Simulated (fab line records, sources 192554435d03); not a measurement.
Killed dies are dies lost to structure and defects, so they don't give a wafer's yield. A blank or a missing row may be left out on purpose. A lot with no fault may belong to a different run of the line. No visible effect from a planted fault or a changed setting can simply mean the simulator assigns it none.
Chamber matching	flow n5-finfet	rie-diel-06 running N5_BEOL_M3_ETCHBACK_99: 4 sister chambers
The step etches SiO2 in CHF3, target depth 5 nm, time 10.4 s. 4 wafers are shown with their chamber, then 10 later ones without.

## WAFERS PAIRED WITH THEIR CHAMBERS
wafer	chamber	drypump-motor-current-A (A)
L086.3	0	5.56
L087.6	3	5.84
L088.1	1	5.62
L088.3	2	5.34

## WAFERS WITHOUT THEIR CHAMBER
wafer	drypump-motor-current-A (A)
L088.4	5.84
L089.1	5.57
L089.2	5.34
L089.6	5.32
L090.1	5.36
L090.2	5.57
L090.4	5.65
L096.3	5.84
L096.5	5.56
L096.6	5.88

## EACH ONE'S CHAMBER
wafer	from the rows above	in truth
L088.4	3	3
L089.1	0	0
L089.2	2	2
L089.6	2	2
L090.1	2	2
L090.2	0	0
L090.4	1	1
L096.3	3	3
L096.5	0	0
L096.6	3	3
Correctly placed: 10 of 10. Can't be placed from these rows: 0. 0 placed wrongly.
How it was worked out, from the rows above alone: a wafer's distance from a chamber is the root of the sum, over the readings, of the square of ((its reading less the chamber's mean) divided by the reading's scatter). The wafer belongs to the nearest chamber; if the next one is less than 2 further off, it can't be placed. Each chamber's mean is taken over the wafers shown for it. The scatter: with one shown wafer a chamber, the root of the mean of the squares of how far each hidden wafer lies from its nearest shown one.
